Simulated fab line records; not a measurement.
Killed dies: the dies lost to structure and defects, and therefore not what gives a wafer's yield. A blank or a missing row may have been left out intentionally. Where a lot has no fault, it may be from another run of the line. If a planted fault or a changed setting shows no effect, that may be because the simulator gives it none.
Which of the tools did it? + flow nand harc + 72 wafers from 24 lots sampled at 3 of the route's 1159 steps

== WHAT THE GAUGES SHOWED, per wafer ==
NHARC_A_CONTACT_OVL_MEAS_70.
| lot  | measured     | on         | overlay x nm (nm) | overlay y nm (nm) |
|------|--------------|------------|-------------------|-------------------|
| L074 | day 16 13:36 | overlay-02 | -0.1 -0.1 0.3     | -0.3 -0.3 -0.6    |
| L075 | day 16 22:32 | overlay-02 | 1.5 1.9 1.8       | 0.6 0.7 0.3       |
| L077 | day 17 06:58 | overlay-01 | -0.2 0.4 0.2      | -0.4 -1.1 -0.5    |
| L076 | day 17 08:41 | overlay-01 | 0.1 -0.4 0.1      | 0.1 -0.3 0.1      |
| L079 | day 18 00:04 | overlay-01 | -0.2 -0.2 -0.4    | -0.9 -0.9 -1.0    |
| L078 | day 18 09:07 | overlay-02 | 0.1 -0.1 -0.1     | 1.1 1.5 0.9       |
| L080 | day 18 14:08 | overlay-01 | -0.8 -1.1 -0.7    | 0.9 0.5 0.6       |
| L081 | day 18 16:16 | overlay-02 | 1.2 0.6 0.5       | -1.2 -0.7 -0.2    |
| L082 | day 19 01:42 | overlay-02 | -1.1 -0.8 -1.3    | 0.3 -0.3 -0.3     |
| L084 | day 19 02:10 | overlay-01 | -0.8 -0.7 -0.7    | 0.0 0.1 0.6       |
| L085 | day 19 23:46 | overlay-02 | 1.0 0.8 1.2       | -0.8 -1.5 -1.7    |
| L083 | day 20 00:08 | overlay-01 | 0.4 0.4 0.3       | 1.1 1.2 1.3       |
| L086 | day 20 04:10 | overlay-02 | 0.5 0.2 0.9       | 1.6 0.7 0.9       |
| L087 | day 20 04:50 | overlay-01 | 0.3 -0.1 -0.5     | 1.0 0.2 0.6       |
| L092 | day 20 14:30 | overlay-02 | 0.4 0.6 0.3       | 0.7 1.2 0.2       |
| L090 | day 20 14:21 | overlay-01 | -0.3 -0.6 -0.3    | -0.2 -0.7 -0.2    |
| L089 | day 20 17:35 | overlay-02 | 0.7 0.8 1.1       | -0.1 -0.3 0.1     |
| L088 | day 20 18:38 | overlay-01 | 1.0 0.2 0.9       | 1.1 0.9 0.8       |
| L091 | day 21 02:07 | overlay-02 | 1.5 1.3 0.8       | -0.3 -1.0 0.5     |
| L093 | day 21 17:49 | overlay-01 | -0.8 -0.4 -0.4    | 0.2 0.7 0.6       |
| L094 | day 21 20:46 | overlay-01 | -0.8 -0.8 -0.2    | -0.2 0.5 0.6      |
| L095 | day 22 01:16 | overlay-02 | -0.5 -0.8 -1.0    | 0.6 0.3 0.0       |
| L097 | day 22 07:15 | overlay-01 | -0.9 -1.1 -0.4    | -0.3 -0.6 -0.2    |
| L096 | day 22 13:40 | overlay-01 | 0.0 0.2 0.4       | -0.2 0.2 -0.4     |

NHARC_A_CONTACT_INSPECT_71.
| lot  | measured     | on                | raw defect count |
|------|--------------|-------------------|------------------|
| L074 | day 16 13:38 | defect inspect-01 | 33 30 29         |
| L075 | day 16 22:34 | defect inspect-02 | 21 19 20         |
| L077 | day 17 07:00 | defect inspect-01 | 31 31 29         |
| L076 | day 17 08:44 | defect inspect-02 | 10 13 7          |
| L079 | day 18 00:06 | defect inspect-02 | 32 31 31         |
| L078 | day 18 09:08 | defect inspect-01 | 25 24 18         |
| L080 | day 18 14:10 | defect inspect-02 | 18 24 25         |
| L081 | day 18 16:17 | defect inspect-01 | 35 41 46         |
| L082 | day 19 01:44 | defect inspect-02 | 34 35 28         |
| L084 | day 19 02:12 | defect inspect-02 | 21 20 24         |
| L085 | day 19 23:49 | defect inspect-01 | 34 30 38         |
| L083 | day 20 00:11 | defect inspect-02 | 52 44 32         |
| L086 | day 20 04:12 | defect inspect-02 | 17 13 17         |
| L087 | day 20 04:53 | defect inspect-01 | 54 45 49         |
| L092 | day 20 14:32 | defect inspect-02 | 13 10 11         |
| L090 | day 20 14:23 | defect inspect-02 | 45 29 34         |
| L089 | day 20 17:38 | defect inspect-02 | 37 29 31         |
| L088 | day 20 18:40 | defect inspect-02 | 36 37 35         |
| L091 | day 21 02:09 | defect inspect-02 | 46 46 53         |
| L093 | day 21 17:51 | defect inspect-02 | 68 55 62         |
| L094 | day 21 20:48 | defect inspect-01 | 19 15 27         |
| L095 | day 22 01:18 | defect inspect-02 | 65 48 62         |
| L097 | day 22 07:17 | defect inspect-01 | 18 14 16         |
| L096 | day 22 13:42 | defect inspect-02 | 41 40 50         |

== WHICH TOOL RAN EACH LOT (tool, then ch and the chambers of the sampled wafers, then the start) ==
| lot  | NHARC_A_CONTACT_ETCH_118             |
|------|--------------------------------------|
| L074 | har cap etch-01 ch 0,1, day 16 08:44 |
| L075 | har cap etch-01 ch 0,1, day 16 16:31 |
| L077 | har cap etch-03 ch 0,1, day 17 01:53 |
| L076 | har cap etch-02 ch 1, day 17 03:03   |
| L079 | har cap etch-01 ch 0,1, day 17 18:29 |
| L078 | har cap etch-03 ch 1, day 18 01:11   |
| L080 | har cap etch-01 ch 0,1, day 18 05:37 |
| L081 | har cap etch-02 ch 0,1, day 18 11:11 |
| L082 | har cap etch-03 ch 0,1, day 18 20:55 |
| L084 | har cap etch-02 ch 0,1, day 18 21:26 |
| L085 | har cap etch-03 ch 0,1, day 19 19:08 |
| L083 | har cap etch-01 ch 0,1, day 19 19:19 |
| L086 | har cap etch-02 ch 0,1, day 19 23:14 |
| L087 | har cap etch-03 ch 0,1, day 19 23:35 |
| L092 | har cap etch-03 ch 0,1, day 20 04:14 |
| L090 | har cap etch-01 ch 0,1, day 20 04:28 |
| L089 | har cap etch-01 ch 0,1, day 20 10:10 |
| L088 | har cap etch-02 ch 0,1, day 20 10:32 |
| L091 | har cap etch-03 ch 0,1, day 20 20:20 |
| L093 | har cap etch-01 ch 0,1, day 21 12:42 |
| L094 | har cap etch-03 ch 0,1, day 21 15:43 |
| L095 | har cap etch-02 ch 0,1, day 21 20:00 |
| L097 | har cap etch-02 ch 0,1, day 22 01:29 |
| L096 | har cap etch-03 ch 0,1, day 22 07:37 |
- NHARC_A_CONTACT_ETCH_118: etches the open film in C4F8/O2/Ar, time 94 s, target depth 922 nm.

== WHAT THE TOOLS THEMSELVES READ (means of the sampled wafers that have a number; where no wafer has one, the mark that the record gives instead) ==
The record holds no such reading with a usual standard deviation.

== THE ANSWER, worked out from the rows above alone ==
Rule: what is usual is taken from the lots themselves. The widest of any qualifying gaps counts: lots, ordered by their means at a reading, are off when they make up no more than a third of the lots, leave a main group of 4 or more, and stand apart from it by 3 or more times the standard deviation of that group's means. If all means in a main group match to the digits the tables above print for the reading, that group is not used. A lot without any number at a reading at which 4 lots or more have one is off too. Any other lot the step has rows for is counted as sound. Order of review: gauges by route order, followed by the tools' own readings, for which a lot's mean as printed above is used. The first step at which some lot is off is used, and at that step the reading that is off furthest; a lot without a number counts as furthest.
No lot is off on any of the readings shown, so nothing can be concluded from this.

== WHAT THE SIMULATOR HAD PUT IN ==
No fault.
